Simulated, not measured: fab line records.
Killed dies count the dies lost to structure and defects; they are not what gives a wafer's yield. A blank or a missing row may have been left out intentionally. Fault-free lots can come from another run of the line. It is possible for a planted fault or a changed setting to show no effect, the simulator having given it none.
Which tool is to blame? :: flow n5-finfet :: 10 lots, 30 wafers sampled, at 4 steps of a route of 1938

## WHAT THE GAUGES READ, wafer by wafer
N5_BEOL_M10_CD_MEAS_28 targets a cd of 70 nm. Usual: cd-nm reads 70.4 nm (standard deviation 0.9).
lot: L372
measured: day 10 00:22
on: cd-sem-03
cd-nm (nm): 71.4 70.4 70.8
flag: 

lot: L377
measured: day 11 15:27
on: cd-sem-03
cd-nm (nm): 70.3 70.8 70.3
flag: 

lot: L383
measured: day 12 18:50
on: cd-sem-01
cd-nm (nm): 73.6 74.5 75.0
flag: OFF

lot: L384
measured: day 13 08:25
on: cd-sem-03
cd-nm (nm): 75.0 75.1 74.0
flag: OFF

lot: L385
measured: day 13 11:55
on: cd-sem-03
cd-nm (nm): 70.8 70.7 70.0
flag: 

lot: L387
measured: day 13 15:32
on: cd-sem-03
cd-nm (nm): 70.3 69.0 71.7
flag: 

lot: L386
measured: day 13 20:15
on: cd-sem-03
cd-nm (nm): 70.5 68.6 70.3
flag: 

lot: L388
measured: day 14 06:00
on: cd-sem-01
cd-nm (nm): 70.3 69.9 69.6
flag: 

lot: L390
measured: day 14 15:18
on: cd-sem-03
cd-nm (nm): 70.3 69.8 69.5
flag: 

lot: L394
measured: day 16 09:23
on: cd-sem-01
cd-nm (nm): 70.9 72.2 70.4
flag: 

N5_BEOL_M10_INSPECT_30: inspects for defects (brightfield). Usual: raw-defect-count reads 402 (standard deviation 81).
lot: L372
measured: day 10 00:25
on: defect-inspect-02
raw-defect-count: 457 409 374
flag: 

lot: L377
measured: day 11 15:31
on: defect-inspect-01
raw-defect-count: 259 532 486
flag: 

lot: L383
measured: day 12 18:54
on: defect-inspect-01
raw-defect-count: 506 281 399
flag: 

lot: L384
measured: day 13 08:28
on: defect-inspect-02
raw-defect-count: 545 516 580
flag: 

lot: L385
measured: day 13 11:59
on: defect-inspect-01
raw-defect-count: 475 454 368
flag: 

lot: L387
measured: day 13 15:35
on: defect-inspect-01
raw-defect-count: 302 326 382
flag: 

lot: L386
measured: day 13 20:18
on: defect-inspect-02
raw-defect-count: 438 430 431
flag: 

lot: L388
measured: day 14 06:03
on: defect-inspect-02
raw-defect-count: 487 560 356
flag: 

lot: L390
measured: day 14 15:22
on: defect-inspect-02
raw-defect-count: 430 437 288
flag: 

lot: L394
measured: day 16 09:26
on: defect-inspect-02
raw-defect-count: 438 589 509
flag: 

## EACH LOT AND THE TOOL THAT RAN IT (in order: tool; ch and the chambers of the sampled wafers; start)
lot: L372
N5_BEOL_M10_STRIP_67: rie-diel-01 ch 0,1,3, day 9 20:31
N5_BEOL_M10_EXPOSE_25: arfi-scanner-03 ch 0, day 10 00:14

lot: L377
N5_BEOL_M10_STRIP_67: rie-diel-05 ch 1,2,3, day 11 14:49
N5_BEOL_M10_EXPOSE_25: arfi-scanner-02 ch 0, day 11 15:19

lot: L383
N5_BEOL_M10_STRIP_67: rie-diel-06 ch 0,1,3, day 12 16:23
N5_BEOL_M10_EXPOSE_25: arfi-scanner-02 ch 0, day 12 18:43

lot: L384
N5_BEOL_M10_STRIP_67: rie-diel-05 ch 0,3, day 13 07:15
N5_BEOL_M10_EXPOSE_25: arfi-scanner-02 ch 0, day 13 08:17

lot: L385
N5_BEOL_M10_STRIP_67: rie-diel-01 ch 1,2,3, day 13 11:17
N5_BEOL_M10_EXPOSE_25: arfi-scanner-03 ch 0, day 13 11:48

lot: L387
N5_BEOL_M10_STRIP_67: rie-diel-01 ch 0,3, day 13 15:01
N5_BEOL_M10_EXPOSE_25: arfi-scanner-03 ch 0, day 13 15:24

lot: L386
N5_BEOL_M10_STRIP_67: rie-diel-01 ch 1,2, day 13 17:13
N5_BEOL_M10_EXPOSE_25: arfi-scanner-03 ch 0, day 13 20:07

lot: L388
N5_BEOL_M10_STRIP_67: rie-diel-05 ch 1,2, day 14 03:11
N5_BEOL_M10_EXPOSE_25: arfi-scanner-01 ch 0, day 14 05:52

lot: L390
N5_BEOL_M10_STRIP_67: rie-diel-06 ch 0,2,3, day 14 13:04
N5_BEOL_M10_EXPOSE_25: arfi-scanner-03 ch 0, day 14 15:10

lot: L394
N5_BEOL_M10_STRIP_67: rie-diel-06 ch 0,1, day 16 06:43
N5_BEOL_M10_EXPOSE_25: arfi-scanner-03 ch 0, day 16 09:15
- N5_BEOL_M10_STRIP_67: strips in CF4.
- N5_BEOL_M10_EXPOSE_25: exposes mask V9.

## AS READ BY THE TOOLS THEMSELVES (means over the sampled wafers that have a number; for cases with no such wafer, the mark the record gives instead)
N5_BEOL_M10_STRIP_67. Usual: drypump-motor-current-A 5.7 A, standard deviation 0.44; oes-product-au 0.79 a.u., standard deviation 0.09; rf-vpp-V 271.3 V, standard deviation 1.8; showerhead-plenum-p-Torr 1.80 Torr, standard deviation 0.069; throttle-valve-pct 13.58 %, standard deviation 0.29.
lot: L372
tool: rie-diel-01
drypump-motor-current-A (A): 5.6
oes-product-au (a.u.): 0.74
rf-vpp-V (V): 271.5
showerhead-plenum-p-Torr (Torr): 1.79
throttle-valve-pct (%): 13.66
flag: 

lot: L377
tool: rie-diel-05
drypump-motor-current-A (A): 5.7
oes-product-au (a.u.): 0.85
rf-vpp-V (V): 272.1
showerhead-plenum-p-Torr (Torr): 1.86
throttle-valve-pct (%): 13.49
flag: 

lot: L383
tool: rie-diel-06
drypump-motor-current-A (A): 5.8
oes-product-au (a.u.): 0.79
rf-vpp-V (V): 271.6
showerhead-plenum-p-Torr (Torr): 1.83
throttle-valve-pct (%): 13.63
flag: 

lot: L384
tool: rie-diel-05
drypump-motor-current-A (A): 5.2
oes-product-au (a.u.): 0.71
rf-vpp-V (V): 269.4
showerhead-plenum-p-Torr (Torr): 1.73
throttle-valve-pct (%): 13.82
flag: 

lot: L385
tool: rie-diel-01
drypump-motor-current-A (A): 5.9
oes-product-au (a.u.): 0.85
rf-vpp-V (V): 271.2
showerhead-plenum-p-Torr (Torr): 1.79
throttle-valve-pct (%): 13.46
flag: 

lot: L387
tool: rie-diel-01
drypump-motor-current-A (A): 5.4
oes-product-au (a.u.): 0.88
rf-vpp-V (V): 270.8
showerhead-plenum-p-Torr (Torr): 1.77
throttle-valve-pct (%): 13.26
flag: 

lot: L386
tool: rie-diel-01
drypump-motor-current-A (A): 6.3
oes-product-au (a.u.): 0.83
rf-vpp-V (V): 271.3
showerhead-plenum-p-Torr (Torr): 1.81
throttle-valve-pct (%): 13.47
flag: 

lot: L388
tool: rie-diel-05
drypump-motor-current-A (A): 6.2
oes-product-au (a.u.): 0.87
rf-vpp-V (V): 273.4
showerhead-plenum-p-Torr (Torr): 1.90
throttle-valve-pct (%): 13.50
flag: 

lot: L390
tool: rie-diel-06
drypump-motor-current-A (A): 5.8
oes-product-au (a.u.): 0.81
rf-vpp-V (V): 273.3
showerhead-plenum-p-Torr (Torr): 1.87
throttle-valve-pct (%): 13.57
flag: 

lot: L394
tool: rie-diel-06
drypump-motor-current-A (A): 5.8
oes-product-au (a.u.): 0.80
rf-vpp-V (V): 271.2
showerhead-plenum-p-Torr (Torr): 1.79
throttle-valve-pct (%): 13.61
flag: 

N5_BEOL_M10_EXPOSE_25. Usual: exposure-dose-mJ-cm2 85.44, standard deviation 0.09; focus-offset-nm 0.1 nm, standard deviation 0.5.
lot: L372
tool: arfi-scanner-03
exposure-dose-mJ-cm2: 85.52
focus-offset-nm (nm): -0.8
flag: 

lot: L377
tool: arfi-scanner-02
exposure-dose-mJ-cm2: 85.46
focus-offset-nm (nm): 0.2
flag: 

lot: L383
tool: arfi-scanner-02
exposure-dose-mJ-cm2: 90.94
focus-offset-nm (nm): 0.0
flag: OFF

lot: L384
tool: arfi-scanner-02
exposure-dose-mJ-cm2: 89.76
focus-offset-nm (nm): 0.3
flag: OFF

lot: L385
tool: arfi-scanner-03
exposure-dose-mJ-cm2: 85.50
focus-offset-nm (nm): 0.3
flag: 

lot: L387
tool: arfi-scanner-03
exposure-dose-mJ-cm2: 85.53
focus-offset-nm (nm): -0.2
flag: 

lot: L386
tool: arfi-scanner-03
exposure-dose-mJ-cm2: 85.51
focus-offset-nm (nm): 0.3
flag: 

lot: L388
tool: arfi-scanner-01
exposure-dose-mJ-cm2: 85.42
focus-offset-nm (nm): 0.5
flag: 

lot: L390
tool: arfi-scanner-03
exposure-dose-mJ-cm2: 85.51
focus-offset-nm (nm): -0.4
flag: 

lot: L394
tool: arfi-scanner-03
exposure-dose-mJ-cm2: 85.33
focus-offset-nm (nm): -0.6
flag: 

## THE ANSWER, worked out from the rows above alone
Rule: lot off if the mean of its wafers having a number is beyond 3 standard deviations from the usual mean. Also off: a lot with no number at a reading for which 4 or more lots have one. The other lots that the step has rows for count as sound. First the gauges in route order, then the tools' own readings, where a lot's mean is used as printed above. At the first step where some lot is off, the reading lying furthest off is the one used; lots without a number count as furthest.
Off: L383, L384, at N5_BEOL_M10_CD_MEAS_28 (cd-nm).
If a tool, at a process step before that reading, ran all the lots that are off and no sound lot after the first of them, it fits. Not tried: the gauges at N5_BEOL_M10_CD_MEAS_28; whatever is off there is also off at N5_BEOL_M10_EXPOSE_25, on other tools, and gauge error can't account for it. One fits: N5_BEOL_M10_EXPOSE_25 on arfi-scanner-02. Its last sound lot is L377 (day 11 15:19), its first lot that is off L383 (day 12 18:43): a fault that began between those two fits.
On the lots that are off, the tool's own readings at N5_BEOL_M10_EXPOSE_25 differ by more than 5 times the standard deviation of the sound lots' means, which bears it out; exposure-dose-mJ-cm2 reads 90.35 there versus 85.47 on the sound lots.

## WHAT HAD BEEN PUT IN BY THE SIMULATOR
Process parameters drifting: arfi-scanner-02 at N5_BEOL_M10_EXPOSE_25, beginning at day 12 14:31. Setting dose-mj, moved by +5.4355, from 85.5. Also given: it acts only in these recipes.
Shown lots that were struck: L383, L384. The same result came from the rule above.
